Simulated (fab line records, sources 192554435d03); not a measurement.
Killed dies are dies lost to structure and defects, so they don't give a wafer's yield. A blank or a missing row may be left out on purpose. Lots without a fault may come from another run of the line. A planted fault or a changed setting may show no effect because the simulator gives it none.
Which tool did it? | flow n5_finfet | 11 lots, 33 wafers sampled, at 3 steps of a route of 1938

WHAT THE GAUGES READ, wafer by wafer
N5_PASSIVATION_OVL_MEAS_63.
lot  | measured     | on         | PAD_OVL (nm)
L337 | day 14 19:45 | overlay-01 | 2 -1 -4
L338 | day 14 18:25 | overlay-01 | 2 4 2
L340 | day 15 18:17 | overlay-01 | -9 -13 1
L343 | day 15 22:21 | overlay-01 | -9 -9 -1
L344 | day 16 04:31 | overlay-01 | -1 0 2
L342 | day 16 22:31 | overlay-01 | 0 -5 -2
L341 | day 17 02:09 | overlay-01 | 0 -3 4
L348 | day 17 09:11 | overlay-01 | -11 -8 -3
L352 | day 18 08:41 | overlay-01 | -17 -14 -11
L360 | day 20 15:49 | overlay-02 | 4 3 -4
L359 | day 20 16:19 | overlay-02 | 4 -11 -4

WHICH TOOL RAN EACH LOT (tool, then ch and the chambers of the sampled wafers, then the start)
lot  | N5_BEOL_M4_ETCH_69                 | N5_PASSIVATION_PRE_CLEAN_19
L337 | rie_diel-01 ch 0,2,3, day 9 01:22  | pvd_sputter-03, day 14 18:59
L338 | rie_diel-01 ch 0,3, day 9 05:35    | pvd_sputter-02, day 14 17:46
L340 | rie_diel-04 ch 2,3, day 10 03:01   | pvd_sputter-03, day 15 17:31
L343 | rie_diel-05 ch 1,2,3, day 10 15:52 | pvd_sputter-01, day 15 21:35
L344 | rie_diel-04 ch 0,1,3, day 10 16:36 | pvd_sputter-03, day 16 03:52
L342 | rie_diel-04 ch 0,1,3, day 10 17:02 | pvd_sputter-02, day 16 21:52
L341 | rie_diel-05 ch 0,1, day 11 00:31   | pvd_sputter-03, day 17 01:30
L348 | rie_diel-05 ch 0,2,3, day 11 18:15 | pvd_sputter-03, day 17 08:25
L352 | rie_diel-04 ch 2,3, day 12 05:55   | pvd_sputter-03, day 18 08:02
L360 | rie_diel-04 ch 0,1,2, day 15 01:49 | pvd_sputter-03, day 20 15:09
L359 | rie_diel-04 ch 0,1,2, day 15 13:41 | pvd_sputter-01, day 20 15:40
- N5_BEOL_M4_ETCH_69: etches SiARC in CF4, target depth 15.6 nm, time 26 s.
- N5_PASSIVATION_PRE_CLEAN_19

THE ANSWER, worked out from the rows above alone
Rule: what is usual is taken from the lots themselves. Put in order of their means at a reading, lots are off if they are a third of the lots or fewer, leave a main group of 4 or more, and stand apart from it by a gap of 3 or more times the standard deviation of the main group's means; of several such gaps the widest counts. A main group whose means are all the same, to the digits that the tables above print for the reading, isn't used. A lot without any number at a reading at which 4 lots or more have one is off too. The other lots that the step has rows for count as sound.
No lot is off at any reading shown: from this, nothing can be told.

WHAT THE SIMULATOR HAD PUT IN
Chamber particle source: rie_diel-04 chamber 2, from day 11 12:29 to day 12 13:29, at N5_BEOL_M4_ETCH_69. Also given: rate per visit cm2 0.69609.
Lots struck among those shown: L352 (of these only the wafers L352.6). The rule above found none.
